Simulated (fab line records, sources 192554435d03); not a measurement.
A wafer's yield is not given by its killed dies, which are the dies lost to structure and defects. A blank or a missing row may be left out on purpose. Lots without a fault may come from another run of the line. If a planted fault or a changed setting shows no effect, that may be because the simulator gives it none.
fab line records	flow n5-finfet
record lots=24	wafers=72	last-day=17
route steps=1938 shown FIN_SAQP@99 FIN_CUT@163
lots untouched by any fault: they come from a run of this same line in which no faults occurred
start-h: start of the lot's first displayed wafer, in hours after the record's first day	wait-h: how many hours have passed since the lot's step before this one	" repeats the value in the row above	L1.1+2: a single row standing in for several wafers	- either no value or no given start	* or withheld: withheld	< > ~ a bound
route shown NAME@n: a module of which the file shows steps, and the number in the route of the first	usual: the fault-free wafers' mean and standard deviation	same: alike in all rows	chamber/n: place in a boat	sites: each site's reading	_std_site: standard deviation of those values	_edge_site: outer sites' mean less inner sites'	radius-mm: for every site, how far away it sits from the centre of the wafer	mask NAME#n: copy n	behind: the last tool/chamber to shape the wafer	hold: reason for holding the lot/hours on hold/outcome of the hold	device: transistor that didn't switch, given as n, p or np	end of line: the same wafers' tests at the end of the route	where a step has no rows: the recipe by itself	killed: at the first sort, the dies lost to defects and structure; wafer yield is something else	map: dies across one wafer; x = killed, . = not, _ = none there
set.NAME: the setting as run; set.NAME@STEP: as run at that earlier step	model.NAME: the simulator's own value behind a step, which no gauge read
route steps across a sampled set of lots; one table per step, one row per wafer
services: the hour from which a tool's chamber was out of use, counted from the record's first day as start-h (under 0 if before that day), plus the number of hours and why
## steps
# step N5_FIN_SAQP_PECVD_48
# recipe material=SiNx	target-thk-a=250	temp-c=400	precursor=SiH4/NH3/N2	pressure-torr=1.5	rf-w=300	time-s=22.1
# usual heater-power-w=777/79	showerhead-plenum-p-Torr=5.14/0.048	throttle-valve-pct=39.1/1.7
lot.wafer	tool	chamber	start-h	wait-h	heater-power-w	showerhead-plenum-p-Torr	throttle-valve-pct
L074.2	pecvd-02	2	21.20	0.0	747	5.12	40.0
L074.4	"	0	"	"	833	5.18	41.5
L074.5	"	1	"	"	624	5.09	39.5
L075.1	pecvd-04	2	27.81	0.0	852	5.08	37.5
L075.3	"	2	"	"	853	5.06	37.4
L075.6	"	0	"	"	855	5.21	40.1
L076.1	pecvd-02	1	34.82	0.0	667	5.09	39.5
L076.2	"	0	"	"	842	5.17	41.6
L076.3	"	0	"	"	831	5.17	41.4
L077.2	pecvd-03	2	38.95	0.0	687	5.15	35.9
L077.3	"	1	"	"	761	5.13	38.8
L077.6	"	1	"	"	760	5.14	38.4
L078.2	pecvd-04	2	45.02	0.0	869	5.04	37.4
L078.3	"	1	"	"	747	5.21	40.6
L078.5	"	1	"	"	749	5.21	40.8
L079.1	pecvd-04	1	51.14	0.0	822	5.21	40.7
L079.4	"	2	"	"	924	5.04	37.8
L079.6	"	0	"	"	864	5.18	39.9
L080.2	pecvd-04	1	57.37	0.0	718	5.20	40.5
L080.3	"	1	"	"	723	5.20	40.6
L080.6	"	2	"	"	882	5.06	37.5
L081.2	pecvd-03	2	63.45	0.0	717	5.17	36.2
L081.3	"	1	"	"	771	5.13	38.6
L081.4	"	2	"	"	749	5.16	36.1
L082.1	pecvd-03	1	69.17	0.0	871	5.14	38.9
L082.2	"	0	"	"	799	5.14	38.5
L082.4	"	0	"	"	800	5.13	38.7
L083.1	pecvd-02	1	76.79	0.0	631	5.09	39.2
L083.3	"	1	"	"	633	5.09	39.3
L083.6	"	1	"	"	651	5.08	39.4
L084.1	pecvd-02	2	81.26	0.0	786	5.13	37.3
L084.5	"	1	"	"	616	5.09	39.5
L084.6	"	2	"	"	780	5.11	37.5
L085.4	pecvd-04	0	87.95	0.0	892	5.18	40.1
L085.5	"	1	"	"	712	5.22	40.7
L085.6	"	2	"	"	773	5.06	37.4
L086.1	pecvd-04	0	93.93	0.0	821	5.20	40.0
L086.3	"	1	"	"	744	5.21	40.6
L086.4	"	2	"	"	838	5.05	37.7
L087.2	pecvd-02	0	100.62	0.0	867	5.18	41.9
L087.5	"	1	"	"	646	5.10	39.3
L087.6	"	2	"	"	647	5.13	37.3
L088.1	pecvd-04	1	105.06	0.0	693	5.19	40.8
L088.2	"	0	"	"	846	5.18	40.1
L088.6	"	2	"	"	856	5.06	37.7
L089.1	pecvd-02	2	111.47	0.0	789	5.11	37.6
L089.3	"	1	"	"	689	5.11	39.2
L089.5	"	1	"	"	686	5.08	39.2
L090.3	pecvd-02	2	117.93	0.0	759	5.11	37.7
L090.4	"	0	"	"	800	5.19	42.1
L090.6	"	2	"	"	744	5.12	37.7
L091.1	pecvd-03	2	123.93	0.0	768	5.17	36.1
L091.3	"	1	"	"	836	5.13	38.4
L091.5	"	0	"	"	811	5.11	38.8
L092.1	pecvd-04	1	130.12	0.0	788	5.21	40.5
L092.2	"	0	"	"	852	5.20	40.0
L092.6	"	2	"	"	851	5.04	38.0
L093.1	pecvd-02	2	135.13	0.0	743	5.12	38.0
L093.3	"	1	"	"	654	5.11	39.3
L093.4	"	0	"	"	794	5.17	41.9
L094.1	pecvd-03	1	143.06	0.0	898	5.15	38.5
L094.5	"	1	"	"	870	5.11	38.6
L094.6	"	2	"	"	806	5.15	36.4
L095.2	pecvd-03	0	148.09	0.0	685	5.13	38.6
L095.3	"	1	"	"	822	5.14	38.4
L095.5	"	0	"	"	720	5.14	38.9
L096.1	pecvd-03	2	152.82	0.0	734	5.16	36.4
L096.2	"	1	"	"	858	5.13	38.6
L096.5	"	0	"	"	709	5.12	38.4
L097.2	pecvd-02	2	159.15	0.0	767	5.14	37.6
L097.3	"	0	"	"	776	5.18	42.4
L097.6	"	0	"	"	766	5.19	42.4
# step N5_FIN_SAQP_HM_DEP_72
# recipe material=SiO2	target-thk-a=120	temp-c=400	precursor=SiH4/N2O	pressure-torr=0.75	rf-w=275	time-s=7.2
# usual heater-power-w=787/79	showerhead-plenum-p-Torr=8.14/0.098
lot.wafer	tool	chamber	start-h	wait-h	heater-power-w	showerhead-plenum-p-Torr
L074.2	pecvd-04	2	21.37	0.0	905	7.96
L074.4	"	2	"	"	924	7.95
L074.5	"	1	"	"	804	8.25
L075.1	pecvd-02	0	28.02	0.0	831	8.21
L075.3	"	0	"	"	793	8.21
L075.6	"	1	"	"	703	8.02
L076.1	pecvd-02	0	35.03	0.0	748	8.21
L076.2	"	1	"	"	665	8.05
L076.3	"	0	"	"	746	8.20
L077.2	pecvd-02	1	39.12	0.0	606	8.03
L077.3	"	0	"	"	822	8.23
L077.6	"	0	"	"	837	8.22
L078.2	pecvd-02	0	45.19	0.0	801	8.26
L078.3	"	1	"	"	662	8.04
L078.5	"	0	"	"	811	8.22
L079.1	pecvd-03	2	51.31	0.0	868	8.16
L079.4	"	2	"	"	845	8.16
L079.6	"	0	"	"	811	8.12
L080.2	pecvd-04	2	57.59	0.0	776	7.98
L080.3	"	1	"	"	761	8.26
L080.6	"	1	"	"	750	8.28
L081.2	pecvd-03	0	63.62	0.0	821	8.12
L081.3	"	2	"	"	789	8.19
L081.4	"	2	"	"	780	8.18
L082.1	pecvd-03	0	69.35	0.0	809	8.13
L082.2	"	2	"	"	818	8.15
L082.4	"	1	"	"	866	8.11
L083.1	pecvd-04	0	77.00	0.0	841	8.26
L083.3	"	2	"	"	855	7.96
L083.6	"	0	"	"	839	8.25
L084.1	pecvd-03	0	81.47	0.0	699	8.12
L084.5	"	1	"	"	829	8.12
L084.6	"	0	"	"	690	8.12
L085.4	pecvd-03	1	88.12	0.1	882	8.12
L085.5	"	2	"	"	798	8.18
L085.6	"	0	"	"	781	8.14
L086.1	pecvd-02	1	94.10	0.0	619	8.01
L086.3	"	0	"	"	830	8.22
L086.4	"	0	"	"	821	8.22
L087.2	pecvd-04	0	100.78	0.0	837	8.27
L087.5	"	1	"	"	721	8.27
L087.6	"	2	"	"	862	7.98
L088.1	pecvd-04	1	105.22	0.0	720	8.28
L088.2	"	2	"	"	906	7.98
L088.6	"	2	"	"	936	7.99
L089.1	pecvd-04	1	111.63	0.0	683	8.27
L089.3	"	0	"	"	853	8.25
L089.5	"	0	"	"	912	8.27
L090.3	pecvd-04	1	118.10	0.0	737	8.29
L090.4	"	0	"	"	844	8.26
L090.6	"	2	"	"	883	7.96
L091.1	pecvd-03	1	124.10	0.0	862	8.15
L091.3	"	2	"	"	833	8.15
L091.5	"	2	"	"	848	8.16
L092.1	pecvd-02	2	130.29	0.0	793	8.10
L092.2	"	1	"	"	705	8.07
L092.6	"	1	"	"	683	8.05
L093.1	pecvd-03	2	135.30	0.0	756	8.16
L093.3	"	1	"	"	782	8.14
L093.4	"	2	"	"	733	8.19
L094.1	pecvd-02	0	143.28	0.0	882	8.21
L094.5	"	2	"	"	769	8.12
L094.6	"	1	"	"	655	8.03
L095.2	pecvd-04	2	148.26	0.0	881	7.97
L095.3	"	0	"	"	836	8.26
L095.5	"	2	"	"	921	7.98
L096.1	pecvd-02	0	152.99	0.0	899	8.24
L096.2	"	1	"	"	705	8.05
L096.5	"	1	"	"	686	8.01
L097.2	pecvd-02	1	159.31	0.0	705	8.05
L097.3	"	0	"	"	850	8.21
L097.6	"	1	"	"	691	8.03
# step N5_FIN_SAQP_OVL_MEAS_17
# recipe points-per-wafer=44
# usual FIN_CORE_OVL=-0.2/0.92
lot.wafer	tool	chamber	start-h	wait-h	FIN_CORE_OVL[nm]
L074.2	overlay-01	0	21.85	0.0	-1.0
L074.4	"	0	"	"	-0.4
L074.5	"	0	"	"	-1.3
L075.1	overlay-02	0	28.53	0.0	-0.1
L075.3	"	0	"	"	0.9
L075.6	"	0	"	"	-0.1
L076.1	overlay-02	0	35.54	0.0	-1.3
L076.2	"	0	"	"	-1.7
L076.3	"	0	"	"	-1.7
L077.2	overlay-02	0	39.50	0.0	0.2
L077.3	"	0	"	"	-1.2
L077.6	"	0	"	"	-2.5
L078.2	overlay-01	0	45.70	0.0	-0.6
L078.3	"	0	"	"	-0.3
L078.5	"	0	"	"	-0.8
L079.1	overlay-02	0	51.67	0.0	-0.4
L079.4	"	0	"	"	0.1
L079.6	"	0	"	"	0.5
L080.2	overlay-02	0	57.99	0.0	-1.2
L080.3	"	0	"	"	0.8
L080.6	"	0	"	"	0.0
L081.2	overlay-01	0	64.11	0.0	-1.4
L081.3	"	0	"	"	-0.3
L081.4	"	0	"	"	-0.9
L082.1	overlay-02	0	69.72	0.0	0.1
L082.2	"	0	"	"	0.3
L082.4	"	0	"	"	-0.7
L083.1	overlay-02	0	77.49	0.0	0.1
L083.3	"	0	"	"	-0.3
L083.6	"	0	"	"	0.0
L084.1	overlay-02	0	81.83	0.0	1.1
L084.5	"	0	"	"	0.9
L084.6	"	0	"	"	-0.4
L085.4	overlay-01	0	88.46	0.0	0.8
L085.5	"	0	"	"	-0.1
L085.6	"	0	"	"	0.6
L086.1	overlay-02	0	94.58	0.0	0.1
L086.3	"	0	"	"	0.6
L086.4	"	0	"	"	0.6
L087.2	overlay-02	0	101.27	0.0	-1.4
L087.5	"	0	"	"	0.2
L087.6	"	0	"	"	-1.0
L088.1	overlay-01	0	105.71	0.0	-0.6
L088.2	"	0	"	"	0.2
L088.6	"	0	"	"	0.3
L089.1	overlay-02	0	112.12	0.0	-1.4
L089.3	"	0	"	"	-1.8
L089.5	"	0	"	"	-0.9
L090.3	overlay-01	0	118.59	0.0	0.6
L090.4	"	0	"	"	-0.2
L090.6	"	0	"	"	-0.2
L091.1	overlay-02	0	124.46	0.0	-0.8
L091.3	"	0	"	"	-0.6
L091.5	"	0	"	"	-1.1
L092.1	overlay-01	0	130.78	0.0	-0.4
L092.2	"	0	"	"	-0.3
L092.6	"	0	"	"	-0.4
L093.1	overlay-01	0	135.79	0.0	0.4
L093.3	"	0	"	"	-0.1
L093.4	"	0	"	"	0.1
L094.1	overlay-01	0	143.76	0.0	-1.1
L094.5	"	0	"	"	-1.9
L094.6	"	0	"	"	-1.2
L095.2	overlay-02	0	148.75	0.0	1.9
L095.3	"	0	"	"	2.3
L095.5	"	0	"	"	2.0
L096.1	overlay-01	0	153.35	0.0	1.4
L096.2	"	0	"	"	0.9
L096.5	"	0	"	"	1.4
L097.2	overlay-01	0	159.80	0.0	-1.2
L097.3	"	0	"	"	0.0
L097.6	"	0	"	"	-0.7
# step N5_FIN_SAQP_CD_MEAS_31
# recipe target-cd-nm=8	landing-energy-ev=1000	detector=se-inlens	polarity=line
# usual cd-nm=8.08/0.24
lot.wafer	tool	chamber	start-h	wait-h	cd-nm
L074.2	cd-sem-02	0	26.68	0.1	7.90
L074.4	"	0	"	"	7.70
L074.5	"	0	"	"	8.26
L075.1	cd-sem-03	0	32.93	0.1	8.37
L075.3	"	0	"	"	8.28
L075.6	"	0	"	"	7.97
L076.1	cd-sem-02	0	39.45	0.1	8.26
L076.2	"	0	"	"	7.63
L076.3	"	0	"	"	7.76
L077.2	cd-sem-01	0	43.38	0.1	8.64
L077.3	"	0	"	"	8.33
L077.6	"	0	"	"	8.19
L078.2	cd-sem-02	0	49.60	0.1	8.27
L078.3	"	0	"	"	7.86
L078.5	"	0	"	"	7.74
L079.1	cd-sem-01	0	55.71	0.1	8.26
L079.4	"	0	"	"	8.29
L079.6	"	0	"	"	8.40
L080.2	cd-sem-01	0	61.62	0.1	8.24
L080.3	"	0	"	"	8.02
L080.6	"	0	"	"	8.06
L081.2	cd-sem-03	0	67.81	0.1	7.81
L081.3	"	0	"	"	7.83
L081.4	"	0	"	"	8.20
L082.1	cd-sem-02	0	75.02	0.1	7.96
L082.2	"	0	"	"	8.36
L082.4	"	0	"	"	8.32
L083.1	cd-sem-01	0	82.05	0.1	8.20
L083.3	"	0	"	"	8.28
L083.6	"	0	"	"	8.50
L084.1	cd-sem-03	0	86.09	0.1	8.13
L084.5	"	0	"	"	8.45
L084.6	"	0	"	"	8.03
L085.4	cd-sem-03	0	92.84	0.1	7.97
L085.5	"	0	"	"	8.54
L085.6	"	0	"	"	8.17
L086.1	cd-sem-01	0	100.35	0.1	8.33
L086.3	"	0	"	"	8.06
L086.4	"	0	"	"	8.07
L087.2	cd-sem-03	0	105.15	0.1	7.92
L087.5	"	0	"	"	8.44
L087.6	"	0	"	"	7.98
L088.1	cd-sem-01	0	109.37	0.1	7.92
L088.2	"	0	"	"	7.91
L088.6	"	0	"	"	7.95
L089.1	cd-sem-03	0	115.98	0.1	8.13
L089.3	"	0	"	"	8.09
L089.5	"	0	"	"	7.88
L090.3	cd-sem-01	0	122.32	0.1	8.26
L090.4	"	0	"	"	8.29
L090.6	"	0	"	"	7.85
L091.1	cd-sem-01	0	128.66	0.1	7.79
L091.3	"	0	"	"	8.60
L091.5	"	0	"	"	7.67
L092.1	cd-sem-02	0	135.18	0.1	8.10
L092.2	"	0	"	"	8.27
L092.6	"	0	"	"	8.19
L093.1	cd-sem-03	0	141.43	0.1	8.15
L093.3	"	0	"	"	7.62
L093.4	"	0	"	"	7.93
L094.1	cd-sem-03	0	148.61	0.1	8.23
L094.5	"	0	"	"	8.01
L094.6	"	0	"	"	8.10
L095.2	cd-sem-03	0	152.73	0.1	8.00
L095.3	"	0	"	"	7.79
L095.5	"	0	"	"	8.04
L096.1	cd-sem-03	0	157.56	0.1	7.85
L096.2	"	0	"	"	8.12
L096.5	"	0	"	"	7.91
L097.2	cd-sem-01	0	163.71	0.1	8.28
L097.3	"	0	"	"	7.99
L097.6	"	0	"	"	8.10
# step N5_FIN_SAQP_ETCH_34
# recipe chemistry=C4F6/O2	target=SiO2	target-depth-a=450	time-s=15	ion-energy-ev=250	pressure-mtorr=30	source-w=345	bias-w=185	Ar_flow_sccm=300	C4F6_flow_sccm=10	O2_flow_sccm=10	ends=cleared
# usual chamber-pressure-mTorr=29.999/0.028	drypump-motor-current-A=5.6/0.41	etch-rf-on-time-s=14.84/0.28	oes_o_777_au=0.80/0.091	oes-product-au=0.69/0.08	rf-vpp-V=670/10	showerhead-plenum-p-Torr=2.84/0.082	throttle-valve-pct=21.04/0.29
lot.wafer	tool	chamber	start-h	wait-h	chamber-pressure-mTorr	drypump-motor-current-A	etch-rf-on-time-s	oes_o_777_au	oes-product-au	rf-hours-counter-h	rf-vpp-V	showerhead-plenum-p-Torr	throttle-valve-pct
L074.2	rie-diel-03	1	27.15	0.0	30.043	6.8	14.64	0.73	0.61	233	686	2.79	21.13
L074.4	"	3	"	"	29.957	5.6	14.63	0.87	0.78	41	679	3.01	20.99
L074.5	"	3	"	"	30.030	5.6	14.56	0.87	0.77	-	677	3.01	20.98
L075.1	rie-diel-01	2	33.15	0.0	29.994	5.8	14.91	0.73	0.64	167	668	2.82	21.33
L075.3	"	1	"	"	30.004	5.6	14.98	0.72	0.59	242	663	2.90	20.95
L075.6	"	1	"	"	29.988	5.6	14.93	0.70	0.59	-	663	2.90	20.97
L076.1	rie-diel-01	1	39.57	0.0	30.013	5.6	15.14	0.71	0.59	246	665	2.90	20.98
L076.2	"	2	"	"	29.983	5.8	15.06	0.73	0.63	171	668	2.82	21.33
L076.3	"	0	"	"	29.999	5.0	14.67	0.91	0.79	14	673	2.80	20.68
L077.2	rie-diel-05	0	43.50	0.0	29.959	5.5	15.04	0.89	0.76	21	678	2.99	20.50
L077.3	"	2	"	"	29.996	6.2	15.36	0.69	0.61	187	668	2.93	21.15
L077.6	"	3	"	"	29.995	5.6	14.97	0.78	0.66	-	652	2.88	21.20
L078.2	rie-diel-05	3	49.99	0.0	30.009	5.6	14.99	0.77	0.65	141	654	2.88	21.20
L078.3	"	0	"	"	29.991	5.5	15.17	0.88	0.76	23	679	2.99	20.51
L078.5	"	3	"	"	30.018	5.6	14.99	0.78	0.65	-	651	2.88	21.21
L079.1	rie-diel-01	3	55.83	0.0	29.972	5.2	14.62	0.93	0.82	4	680	2.80	21.07
L079.4	"	2	"	"	29.936	5.8	14.89	0.72	0.63	-	667	2.82	21.36
L079.6	"	0	"	"	30.014	5.1	14.62	0.90	0.77	-	673	2.80	20.68
L080.2	rie-diel-05	1	61.74	0.0	30.007	5.5	14.90	0.74	0.67	150	665	2.86	21.52
L080.3	"	3	"	"	29.984	5.6	14.88	0.77	0.65	147	651	2.87	21.22
L080.6	"	3	"	"	30.013	5.6	15.00	0.77	0.65	-	652	2.87	21.23
L081.2	rie-diel-05	0	67.93	0.0	29.998	5.5	15.21	0.86	0.74	33	677	2.99	20.49
L081.3	"	3	"	"	29.981	5.6	14.98	0.77	0.64	150	651	2.87	21.22
L081.4	"	3	"	"	30.050	5.6	14.93	0.76	0.65	-	652	2.87	21.23
L082.1	rie-diel-03	0	75.19	0.0	30.011	5.5	14.80	0.71	0.60	214	659	2.70	20.90
L082.2	"	1	"	"	29.970	6.8	14.98	0.72	0.60	253	686	2.78	21.16
L082.4	"	1	"	"	30.029	6.7	14.90	0.71	0.60	-	685	2.78	21.17
L083.1	rie-diel-05	1	82.20	0.1	30.006	5.5	14.94	0.74	0.65	160	664	2.86	21.52
L083.3	"	3	"	"	29.998	5.6	15.10	0.76	0.63	-	652	2.87	21.23
L083.6	"	3	"	"	30.018	5.6	14.92	0.76	0.65	-	651	2.87	21.24
L084.1	rie-diel-03	3	86.21	0.0	30.023	5.6	14.85	0.84	0.74	66	676	3.00	21.00
L084.5	"	2	"	"	29.976	5.9	14.49	0.95	0.83	-	688	2.79	20.95
L084.6	"	0	"	"	30.024	5.5	15.00	0.71	0.60	-	660	2.70	20.88
L085.4	rie-diel-01	1	92.95	0.0	29.981	5.6	14.10	0.97	0.84	7	663	2.90	20.60
L085.5	"	3	"	"	30.017	5.2	14.47	0.89	0.78	-	681	2.80	21.09
L085.6	"	0	"	"	30.025	5.1	14.28	0.87	0.76	-	672	2.79	20.73
L086.1	rie-diel-01	3	100.50	0.0	29.988	5.2	14.59	0.88	0.77	22	681	2.79	21.09
L086.3	"	0	"	"	30.044	5.1	14.42	0.87	0.75	38	673	2.79	20.71
L086.4	"	2	"	"	30.010	5.8	14.89	0.71	0.62	-	668	2.81	21.38
L087.2	rie-diel-03	2	105.26	0.0	29.977	5.9	14.57	0.91	0.80	10	687	2.79	20.92
L087.5	"	1	"	"	29.988	6.7	14.37	1.00	0.86	-	683	2.78	20.79
L087.6	"	0	"	"	30.029	5.5	15.05	0.71	0.59	-	661	2.70	20.91
L088.1	rie-diel-01	3	109.49	0.0	29.986	5.2	14.64	0.88	0.77	25	680	2.79	21.08
L088.2	"	2	"	"	29.983	5.7	14.97	0.71	0.61	199	668	2.81	21.38
L088.6	"	2	"	"	29.984	5.8	14.98	0.71	0.62	-	667	2.81	21.37
L089.1	rie-diel-05	1	116.10	0.0	30.000	5.5	14.93	0.73	0.64	173	664	2.85	21.55
L089.3	"	0	"	"	30.036	5.5	15.03	0.84	0.73	47	678	2.98	20.54
L089.5	"	2	"	"	30.032	6.2	15.36	0.68	0.60	-	667	2.93	21.16
L090.3	rie-diel-05	2	122.43	0.0	30.002	6.2	15.33	0.68	0.60	202	667	2.93	21.15
L090.4	"	2	"	"	29.930	6.2	15.29	0.68	0.60	-	668	2.93	21.16
L090.6	"	3	"	"	29.979	5.6	14.81	0.75	0.64	-	650	2.86	21.25
L091.1	rie-diel-03	1	128.78	0.0	29.955	6.7	14.49	0.97	0.82	12	686	2.77	20.81
L091.3	"	0	"	"	30.030	5.5	15.19	0.70	0.58	235	659	2.70	20.91
L091.5	"	1	"	"	29.968	6.8	14.56	0.96	0.82	-	685	2.77	20.79
L092.1	rie-diel-01	3	135.34	0.0	29.949	5.2	14.63	0.86	0.75	36	679	2.79	21.11
L092.2	"	2	"	"	29.989	5.8	14.92	0.70	0.61	210	668	2.80	21.41
L092.6	"	2	"	"	29.965	5.8	14.90	0.70	0.61	-	668	2.80	21.38
L093.1	rie-diel-01	0	141.58	0.0	30.010	5.1	14.52	0.85	0.72	57	672	2.78	20.77
L093.3	"	2	"	"	29.958	5.8	14.98	0.70	0.60	214	668	2.80	21.38
L093.4	"	2	"	"	29.999	5.8	14.96	0.70	0.60	-	666	2.80	21.40
L094.1	rie-diel-05	3	148.73	0.0	29.996	5.6	15.09	0.74	0.63	182	651	2.86	21.26
L094.5	"	3	"	"	29.985	5.6	15.14	0.74	0.62	-	653	2.86	21.27
L094.6	"	2	"	"	30.009	6.2	15.33	0.67	0.60	-	668	2.92	21.16
L095.2	rie-diel-01	2	152.85	0.0	30.015	5.8	14.87	0.69	0.61	219	667	2.80	21.41
L095.3	"	0	"	"	29.986	5.1	14.51	0.83	0.72	62	672	2.78	20.74
L095.5	"	2	"	"	30.011	5.8	14.87	0.70	0.61	-	667	2.80	21.40
L096.1	rie-diel-03	3	157.68	0.0	29.994	5.6	14.99	0.81	0.71	87	677	2.99	21.05
L096.2	"	1	"	"	30.027	6.7	14.81	0.96	0.80	17	683	2.77	20.79
L096.5	"	0	"	"	29.985	5.5	15.31	0.70	0.58	-	661	2.69	20.94
L097.2	rie-diel-03	3	163.85	0.0	29.988	5.6	14.75	0.81	0.72	89	677	2.99	21.05
L097.3	"	1	"	"	30.034	6.8	14.63	0.95	0.80	19	685	2.77	20.79
L097.6	"	1	"	"	30.019	6.7	14.57	0.94	0.80	-	685	2.77	20.80
# step N5_FIN_CUT_CD_MEAS_08
# recipe target-cd-nm=29.1	landing-energy-ev=500	detector=se-inlens	polarity=opening
# usual cd-nm=29.22/0.24
lot.wafer	tool	chamber	start-h	wait-h	cd-nm
L074.2	cd-sem-01	0	27.92	-	29.34
L074.4	"	0	"	"	29.11
L074.5	"	0	"	"	29.25
L075.1	cd-sem-03	0	34.05	-	29.89
L075.3	"	0	"	"	29.41
L075.6	"	0	"	"	29.31
L076.1	cd-sem-02	0	40.34	-	29.23
L076.2	"	0	"	"	29.15
L076.3	"	0	"	"	29.11
L077.2	cd-sem-03	0	44.31	-	28.92
L077.3	"	0	"	"	29.36
L077.6	"	0	"	"	29.15
L078.2	cd-sem-01	0	50.76	-	29.58
L078.3	"	0	"	"	29.04
L078.5	"	0	"	"	29.73
L079.1	cd-sem-03	0	56.60	-	29.24
L079.4	"	0	"	"	29.17
L079.6	"	0	"	"	29.29
L080.2	cd-sem-03	0	62.51	-	29.20
L080.3	"	0	"	"	29.35
L080.6	"	0	"	"	28.87
L081.2	cd-sem-02	0	68.70	-	29.17
L081.3	"	0	"	"	29.64
L081.4	"	0	"	"	28.98
L082.1	cd-sem-03	0	76.08	-	29.56
L082.2	"	0	"	"	29.40
L082.4	"	0	"	"	29.51
L083.1	cd-sem-01	0	83.25	-	29.38
L083.3	"	0	"	"	29.36
L083.6	"	0	"	"	29.28
L084.1	cd-sem-03	0	86.98	-	29.01
L084.5	"	0	"	"	28.76
L084.6	"	0	"	"	29.10
L085.4	cd-sem-01	0	93.73	-	29.38
L085.5	"	0	"	"	29.39
L085.6	"	0	"	"	29.17
L086.1	cd-sem-02	0	101.27	-	29.11
L086.3	"	0	"	"	29.38
L086.4	"	0	"	"	29.23
L087.2	cd-sem-02	0	106.16	-	28.88
L087.5	"	0	"	"	28.94
L087.6	"	0	"	"	29.13
L088.1	cd-sem-03	0	110.38	-	29.12
L088.2	"	0	"	"	29.39
L088.6	"	0	"	"	29.48
L089.1	cd-sem-02	0	116.87	-	28.91
L089.3	"	0	"	"	29.76
L089.5	"	0	"	"	29.07
L090.3	cd-sem-01	0	123.34	-	29.31
L090.4	"	0	"	"	29.15
L090.6	"	0	"	"	29.20
L091.1	cd-sem-01	0	129.67	-	29.37
L091.3	"	0	"	"	29.14
L091.5	"	0	"	"	29.35
L092.1	cd-sem-01	0	136.23	-	29.36
L092.2	"	0	"	"	29.34
L092.6	"	0	"	"	29.34
L093.1	cd-sem-01	0	142.48	-	28.83
L093.3	"	0	"	"	28.93
L093.4	"	0	"	"	28.81
L094.1	cd-sem-02	0	149.62	-	29.08
L094.5	"	0	"	"	29.48
L094.6	"	0	"	"	29.32
L095.2	cd-sem-02	0	153.74	-	28.75
L095.3	"	0	"	"	29.08
L095.5	"	0	"	"	29.21
L096.1	cd-sem-01	0	158.58	-	29.02
L096.2	"	0	"	"	29.42
L096.5	"	0	"	"	29.31
L097.2	cd-sem-01	0	164.61	-	29.33
L097.3	"	0	"	"	29.40
L097.6	"	0	"	"	29.41
## services
tool	chamber	start-h	hours	kind
rie-diel-03	3	17.01	2.6	repair
rie-diel-05	-	17.63	15.6	pm
pecvd-02	2	24.60	2.1	scheduled-down
pecvd-02	2	26.74	-	clean
pecvd-02	2	26.74	-	consumable-replace:showerhead
pecvd-02	2	26.74	29.0	scheduled-down
pecvd-02	2	26.74	29.0	vent-cycle
pecvd-04	1	26.76	5.5	scheduled-down
rie-diel-01	3	31.73	-	clean
rie-diel-01	3	31.73	-	consumable-replace:focus-ring
pecvd-04	0	39.42	5.5	scheduled-down
pecvd-04	0	53.14	5.5	scheduled-down
pecvd-02	2	75.30	3.9	repair
rie-diel-05	0	77.23	7.1	repair
pecvd-02	0	80.11	2.1	scheduled-down
pecvd-04	2	85.16	2.1	scheduled-down
pecvd-03	-	85.19	1.1	repair
rie-diel-01	1	94.09	2.9	repair
pecvd-03	2	113.81	7.7	repair
rie-diel-05	0	122.16	10.0	repair
rie-diel-03	-	128.90	15.6	pm
pecvd-03	1	135.41	2.1	scheduled-down
pecvd-04	-	150.90	5.4	repair
pecvd-04	1	158.40	2.1	scheduled-down
## key
fault none
